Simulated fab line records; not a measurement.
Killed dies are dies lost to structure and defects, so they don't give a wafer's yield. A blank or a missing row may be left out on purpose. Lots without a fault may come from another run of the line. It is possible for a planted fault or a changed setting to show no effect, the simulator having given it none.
Struck lot and sound lot, side by side | flow n5Finfet | 15 out of 1938 route steps
Sound: these wafers, L797.1, L797.2, L797.4. Wafers L811.4, L811.6 were the ones struck. Last of all comes the cause.
Per side, at each step with rows, come the tool, then ch with its chambers, and then its first start. Under that, the readings that differ: sound wafers | struck wafers | difference of the means | sigmas: that difference in standard deviations of wafers without a fault.
alike: a reading whose means differ by less than 2 such deviations, as well as words and numbers matching on both sides. not compared: withheld readings; readings where some wafer has no value; bounds like >300 that might hide an equal value; numbers whose values overlap and for which the record gives no deviation.
The two part at a step that has a row with sigmas, a row that says differs or no value, or rows on one side only. Numbers that don't overlap but have no deviation are shown without sigmas and don't part them. A reading that every wafer of one side lacks parts them only if that side has two wafers or more.

first, 6 steps without rows for these wafers: N5_MOL_CONTACT_COAG_COAT_78 (resist thk 40 nm); N5_MOL_CONTACT_COAG_EBR_80; N5_MOL_CONTACT_COAG_SOFTBAKE_79 (time 60 s); N5_MOL_CONTACT_COAG_EXPOSE_81 (exposes mask VG, defocus 0 nm); N5_MOL_CONTACT_COAG_PEB_82 (peb time 60 s); N5_MOL_CONTACT_COAG_DEVELOP_83 (develop time 30 s).
N5_MOL_CONTACT_COAG_CD_MEAS_84: the cd target is 25.1 nm.
  sound on cdSem-02 ch 0, day 6 01:27; struck on cdSem-03 ch 0, day 9 12:52
  alike: cdNm
N5_MOL_CONTACT_COAG_OVL_MEAS_85:
  sound on overlay-01 ch 0, day 6 01:29; struck on overlay-01 ch 0, day 9 12:55
  alike: VG_OVL
N5_MOL_CONTACT_COAG_INSPECT_57: inspects for defects (brightfield).
  sound on defectInspect-01 at day 6 01:32; struck on defectInspect-02 at day 9 12:57
  alike: rawDefectCount
N5_MOL_CONTACT_COAG_DESCUM_88: chemistry O2, time 7 s.
  sound on rieDiel-05 ch 0,2, day 6 01:52; struck on rieDiel-02 ch 2,3, day 9 13:11
  alike: drypumpMotorCurrentA, oesProductAu, rfVppV, showerheadPlenumPTorr, throttleValvePct
  not compared: rfHoursCounterH
N5_MOL_CONTACT_COAG_ETCH_89: etches underlayer in N2/H2, target depth 13 nm, time 10.4 s.
  sound on rieDiel-05 ch 0,2, day 6 01:54; struck on rieDiel-02 ch 2,3, day 9 13:13
  alike: drypumpMotorCurrentA, etchRfOnTimeS, oesProductAu, rfVppV, showerheadPlenumPTorr, throttleValvePct
  not compared: rfHoursCounterH
N5_MOL_CONTACT_COAG_ETCH_90: etches SiARC in CF4, target depth 13 nm, time 21.7 s.
  sound on rieDiel-05 ch 0,2, day 6 01:55; struck on rieDiel-02 ch 2,3, day 9 13:14
  alike: drypumpMotorCurrentA, etchRfOnTimeS, mfcArSccm, oesProductAu, rfVppV, showerheadPlenumPTorr, throttleValvePct
  not compared: rfHoursCounterH
N5_MOL_CONTACT_COAG_ALD_131: deposits SiO2, target thk 5 nm, pulse time 1 s, co reactant pulse time 1 s.
  sound on aldSin-01 ch 0,1,3, day 6 02:00; struck on aldSin-01 ch 0,3, day 9 13:19
reading                                           | sound    | struck  | difference | sigmas
aldCycles                                         | 35 35 35 | 32 32   | -3         | 
model.SiO2_of_MOL_CONTACT_COAG_ALD_131.thkNm (nm) | 5 5 5    | 4.6 4.6 | -0.4       | 
  alike: heaterPowerW, precursorPulseHeightRel
N5_MOL_CONTACT_COAG_ETCHBACK_132: etches SiO2 in CHF3, target depth 10 nm, time 6.7 s.
  sound on rieDiel-05 ch 0,3, day 6 02:13; struck on rieDiel-06 ch 0,2, day 9 13:36
  alike: drypumpMotorCurrentA, mfcArSccm, oesProductAu, rfVppV, showerheadPlenumPTorr, throttleValvePct
  not compared: rfHoursCounterH
-- a jump in the record: the struck wafers' starts before and after are 3 days apart (it breaks off in module MOL_CONTACT_COAG and resumes in module BEOL_M4, where the first step shown is number 1111 of the route) --
N5_BEOL_M4_RC_MEAS_101:
  sound on prober-02 ch 0, day 8 09:47; struck on prober-02 ch 0, day 12 06:54
reading   | sound                | struck        | difference | sigmas
VT_P (mV) | -255.2 -253.6 -256.1 | -249.2 -248.2 | +6.3       | +2
  alike: DIBL_N, DIBL_P, IOFF_N, IOFF_P, ION_N, ION_P, SS_N, SS_P, VT_N

== WHERE THEY PART ==
Only at N5_BEOL_M4_RC_MEAS_101, as far as this record shows.

WHY: what had been put in by the simulator
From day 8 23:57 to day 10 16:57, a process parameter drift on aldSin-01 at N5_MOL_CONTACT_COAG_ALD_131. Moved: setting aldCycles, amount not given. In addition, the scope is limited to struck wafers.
